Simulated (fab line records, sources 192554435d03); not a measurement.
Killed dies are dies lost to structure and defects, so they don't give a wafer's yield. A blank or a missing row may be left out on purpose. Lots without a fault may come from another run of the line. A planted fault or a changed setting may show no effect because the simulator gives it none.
Which tool did it? | flow n5_finfet | 11 lots, 32 wafers sampled, at 4 steps of a route of 1938

WHAT THE GAUGES READ, wafer by wafer
N5_BEOL_M14_THK_MEAS_01.
lot  | measured     | on            | M14_ILD_THK (nm)
L135 | day 12 18:56 | film_metro-01 | 1110 1117 1137
L133 | day 12 22:32 | film_metro-01 | 1131 1124 1129
L138 | day 13 20:26 | film_metro-02 | 1116 1109 1112
L137 | day 14 02:01 | film_metro-01 | 1102 1096 1108
L139 | day 14 08:22 | film_metro-02 | 1117 1133 1142
L140 | day 14 11:51 | film_metro-02 | 1131 1117 1159
L144 | day 15 19:13 | film_metro-01 | 1143 1128
L147 | day 16 21:57 | film_metro-02 | 1110 1121 1146
L150 | day 17 03:25 | film_metro-02 | 1122 1112 1133
L146 | day 17 06:25 | film_metro-01 | 1116 1116 1131
L151 | day 17 21:44 | film_metro-01 | 1109 1108 1112

N5_BEOL_M14_CD_MEAS_10: target cd 250 nm.
lot  | measured     | on        | cd_nm (nm)
L135 | day 12 19:15 | cd_sem-01 | 249.3 248.3 248.6
L133 | day 12 22:50 | cd_sem-02 | 251.5 250.2 251.6
L138 | day 13 20:44 | cd_sem-01 | 251.6 250.5 250.1
L137 | day 14 02:26 | cd_sem-01 | 251.0 251.0 252.0
L139 | day 14 08:40 | cd_sem-01 | 251.8 251.4 252.2
L140 | day 14 12:10 | cd_sem-01 | 249.9 247.1 246.7
L144 | day 15 19:32 | cd_sem-03 | 251.8 251.6
L147 | day 16 22:25 | cd_sem-03 | 252.2 251.5 252.0
L150 | day 17 03:43 | cd_sem-01 | 250.9 250.8 250.6
L146 | day 17 06:44 | cd_sem-01 | 247.8 249.2 249.8
L151 | day 17 22:10 | cd_sem-03 | 252.1 248.8 248.8

N5_BEOL_M14_CD_MEAS_28: target cd 284.4 nm.
lot  | measured     | on        | cd_nm (nm)
L135 | day 12 20:19 | cd_sem-02 | 283.2 283.8 284.9
L133 | day 13 00:07 | cd_sem-03 | 286.3 287.8 284.5
L138 | day 13 21:43 | cd_sem-03 | 287.2 286.1 286.0
L137 | day 14 03:25 | cd_sem-01 | 285.3 286.0 286.2
L139 | day 14 09:53 | cd_sem-02 | 284.2 285.7 286.3
L140 | day 14 13:09 | cd_sem-01 | 287.1 286.2 285.3
L144 | day 15 20:43 | cd_sem-02 | 286.8 286.2
L147 | day 16 23:23 | cd_sem-03 | 278.3 277.9 279.2
L150 | day 17 04:36 | cd_sem-02 | 279.0 280.7 280.8
L146 | day 17 07:35 | cd_sem-03 | 280.5 279.3 279.5
L151 | day 17 23:15 | cd_sem-02 | 283.6 285.5 286.1

WHICH TOOL RAN EACH LOT (tool, then ch and the chambers of the sampled wafers, then the start)
lot  | N5_BEOL_M14_PEB_26
L135 | litho_track-01 ch 0, day 12 20:12
L133 | litho_track-01 ch 0, day 13 00:00
L138 | litho_track-01 ch 0, day 13 21:35
L137 | litho_track-05 ch 0, day 14 03:18
L139 | litho_track-01 ch 0, day 14 09:46
L140 | litho_track-01 ch 0, day 14 13:02
L144 | litho_track-01 ch 0, day 15 20:35
L147 | litho_track-01 ch 0, day 16 23:16
L150 | litho_track-01 ch 0, day 17 04:29
L146 | litho_track-01 ch 0, day 17 07:28
L151 | litho_track-05 ch 0, day 17 23:08
- N5_BEOL_M14_PEB_26: peb time 90 s.

WHAT THE TOOLS THEMSELVES READ (means of the sampled wafers that have a number; where no wafer has one, the mark that the record gives instead)
N5_BEOL_M14_PEB_26.
lot  | tool           | heater_power_total_W (W) | plate_temp_C (C)
L135 | litho_track-01 | 172.5                    | 129.93
L133 | litho_track-01 | 171.9                    | 129.67
L138 | litho_track-01 | 172.6                    | 130.04
L137 | litho_track-05 | 172.8                    | 129.96
L139 | litho_track-01 | 172.5                    | 129.86
L140 | litho_track-01 | 171.9                    | 129.95
L144 | litho_track-01 | 171.0                    | 129.96
L147 | litho_track-01 | 169.5                    | 128.32
L150 | litho_track-01 | 169.5                    | 128.59
L146 | litho_track-01 | 169.7                    | 128.56
L151 | litho_track-05 | 171.6                    | 129.84

THE ANSWER, worked out from the rows above alone
Rule: what is usual is taken from the lots themselves. Put in order of their means at a reading, lots are off if they are a third of the lots or fewer, leave a main group of 4 or more, and stand apart from it by a gap of 3 or more times the standard deviation of the main group's means; of several such gaps the widest counts. A main group whose means are all the same, to the digits that the tables above print for the reading, isn't used. A lot without any number at a reading at which 4 lots or more have one is off too. The other lots that the step has rows for count as sound. The gauges are gone through in route order, then the tools' own readings, and for those a lot's mean is taken as printed above. The first step at which some lot is off is used, and at that step the reading that is off furthest; a lot without a number counts as furthest.
Off: L147, L150, L146, at N5_BEOL_M14_CD_MEAS_28 (cd_nm). The main group: mean 285.7 nm, standard deviation 0.81.
A tool fits if, at a process step before that reading, it ran every lot that is off, and no sound lot after the first of them. The gauges at N5_BEOL_M14_CD_MEAS_28 aren't tried: what is off there is off at N5_BEOL_M14_PEB_26 too, on other tools, and a gauge's error can't cause that. One fits: litho_track-01 at N5_BEOL_M14_PEB_26. Its last sound lot is L144 (day 15 20:35), its first lot that is off L147 (day 16 23:16): a fault that began between those two fits.
The tool's own readings at N5_BEOL_M14_PEB_26 bear it out: on the lots that are off they differ by more than 5 times the standard deviation of the sound lots' means. plate_temp_C reads 128.49 C there against 129.90 C on the sound lots.

WHAT THE SIMULATOR HAD PUT IN
Process parameter drift: litho_track-01, from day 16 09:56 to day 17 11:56, at N5_BEOL_M14_PEB_26. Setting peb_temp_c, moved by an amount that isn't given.
Lots struck among those shown: L147, L150, L146. The rule above found the same.
